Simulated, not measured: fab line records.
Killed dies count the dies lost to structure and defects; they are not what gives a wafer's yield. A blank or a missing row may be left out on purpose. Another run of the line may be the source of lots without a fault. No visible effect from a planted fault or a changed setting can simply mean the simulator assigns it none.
Check for tools in common / flow nandHarc / Sampled: 3 lots, 9 wafers

## REASON FOR OPENING
On 3 of the 3 lots, a flag is raised at NHARC_END_SORT_01 on the reading killedAtPeriphery. Fault-free wafers read 4.2, with a standard deviation of 2.8.
Rule: a lot gets a flag if all its wafers with a number sit over 4 standard deviations from that mean, or if no wafer of it has a number. All remaining lots are regarded as sound.

lot=L567; measured=day 30 22:27; on=prober-02; killedAtPeriphery, wafer by wafer=593 601 601; flag=FLAGGED
lot=L568; measured=day 31 11:38; on=prober-01; killedAtPeriphery, wafer by wafer=612 614 612; flag=FLAGGED
lot=L569; measured=day 32 04:36; on=prober-01; killedAtPeriphery, wafer by wafer=524 557 550; flag=FLAGGED
On average the flagged lots read 584.9, which is +580.7 against the usual, or +99 or more standard deviations.

## WHICH TOOL RAN EACH LOT
The record holds 4 process steps before the reading, out of a route of 1302 steps. Cell contents, in order: the tool; ch with the chambers the sampled wafers went through; the start.
lot=L567; flag=FLAGGED; NHARC_P_GATE_SPUTTER_78=pvdSputter-03, day 12 11:29; NHARC_A_M1_CMP_23=no row; NHARC_A_BONDPAD_DEP_00=no row; NHARC_THIN_TSV_PRE_CLEAN_54=no row
lot=L568; flag=FLAGGED; NHARC_P_GATE_SPUTTER_78=pvdSputter-03, day 12 20:09; NHARC_A_M1_CMP_23=no row; NHARC_A_BONDPAD_DEP_00=no row; NHARC_THIN_TSV_PRE_CLEAN_54=no row
lot=L569; flag=FLAGGED; NHARC_P_GATE_SPUTTER_78=pvdSputter-02, day 13 15:47; NHARC_A_M1_CMP_23=no row; NHARC_A_BONDPAD_DEP_00=no row; NHARC_THIN_TSV_PRE_CLEAN_54=no row
What the steps here do:
- NHARC_P_GATE_SPUTTER_78: material Ni, target thk 10 nm.
- NHARC_A_M1_CMP_23: polishes, t overpolish 20 s, target thk 154.34 nm.
- NHARC_A_BONDPAD_DEP_00: deposits SiCN, target thk 250 nm.
- NHARC_THIN_TSV_PRE_CLEAN_54: time 30 s.
- NHARC_END_SORT_01

## FLAGGED OVER TOTAL, TOOL BY TOOL (the gauges that took the reading come last)
step=NHARC_P_GATE_SPUTTER_78; tool=pvdSputter-02; lots run=1; flagged=1; share of the flagged lots=some; sound lots run after its first flagged lot=0
step=NHARC_P_GATE_SPUTTER_78; tool=pvdSputter-03; lots run=2; flagged=2; share of the flagged lots=some; sound lots run after its first flagged lot=0
step=NHARC_END_SORT_01; tool=prober-01; lots run=2; flagged=2; share of the flagged lots=some; sound lots run after its first flagged lot=0
step=NHARC_END_SORT_01; tool=prober-02; lots run=1; flagged=1; share of the flagged lots=some; sound lots run after its first flagged lot=0

## WHAT THE TABLE ALLOWS
No row of the table ran every flagged lot.

## WHAT HAD BEEN PUT IN BY THE SIMULATOR
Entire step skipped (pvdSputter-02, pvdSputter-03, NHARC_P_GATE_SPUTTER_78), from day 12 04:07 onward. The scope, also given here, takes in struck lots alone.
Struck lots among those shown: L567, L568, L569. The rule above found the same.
